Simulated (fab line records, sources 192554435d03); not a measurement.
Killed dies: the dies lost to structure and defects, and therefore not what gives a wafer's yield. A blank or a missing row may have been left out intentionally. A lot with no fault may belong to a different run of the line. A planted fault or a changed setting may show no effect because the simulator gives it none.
Code-filled problem report in 8D (eight disciplines) form ; flow n5-finfet ; the parts of the form that need people (team, actions taken, sign-off) are left out

== 1. WHAT WENT WRONG ==
spin-speed-rpm at N5_BEOL_M2_COAT_05 reads a mean of 1373.2 rpm on 6 wafers of 2 lots; wafers without a fault read 1500.0 rpm with a standard deviation of 0.84. That is -99 or more standard deviations from the usual mean.
The step: resist thk 30 nm.
Seen first at day 11 06:33 on litho-track-03, wafer L154.1. The record has a number at this step for 29 wafers belonging to 10 lots. The rule behind "out" and "out of limits": a value lying over 4 standard deviations away from the usual mean. The other wafers with a number count as sound.

== 2. WHAT IT IS; WHAT IT IS NOT ==
question;is;is not
which readings at this step;spin-speed-rpm;-
which lots;L154, L155;L140, L142, L143, L144, L145, L146, L147, L150
which wafers of those lots;all that have a number;-
read on which tools;litho-track-03;litho-track-04, litho-track-05
when;from day 11 06:33;up to then (23 sound wafers)

== 3. SUSPECTS, AND WHAT RULES EACH OUT ==
Counting: a tool at any process step up to the reading remains a suspect when it ran all the lots that are out and ran no sound lot after the first of those.
- litho-track-03 at N5_BEOL_M2_COAT_05 (resist thk 30 nm): kept. All lots that are out passed through it, beginning with L154 at day 11 06:33, and no sound lot followed; its final sound lot before that point was L150 at day 9 21:55. Its own readings are out on those wafers: spin-speed-rpm.
The count leaves litho-track-03 at N5_BEOL_M2_COAT_05.

== 4. THE CAUSE (what the simulator had put in) ==
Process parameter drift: litho-track-03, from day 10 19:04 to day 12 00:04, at N5_BEOL_M2_COAT_05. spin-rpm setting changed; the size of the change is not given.
Only this tool survived the counting.

== 5. THE CHAIN OF EFFECTS, in route order ==
One row per reading whose mean, taken over the struck wafers that have a number, lies over 3 standard deviations from the usual. Only readings whose record carries a usual standard deviation are examined. hours: median over the lots of the time between each lot's start at the first step of this table that gives one and its start at this step. sigmas: the change, counted in usual standard deviations.
hours;step;reading;usual;on struck wafers;change;sigmas
0;N5_BEOL_M2_COAT_05;spin-speed-rpm;1500.0 rpm;1373.2;-126.8;-99 or more
Here are the process steps it includes:
- N5_BEOL_M2_COAT_05: resist thk 30 nm.
At these later measuring or inspecting steps, every struck wafer for which the step has a row has a number for every such reading, and none has moved that far: N5_BEOL_M4_RC_MEAS_101.

== 6. WHAT WOULD HAVE CAUGHT IT SOONER ==
The fault began at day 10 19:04; the first out-of-limits reading in this record came at day 11 06:33, 11 hours later.
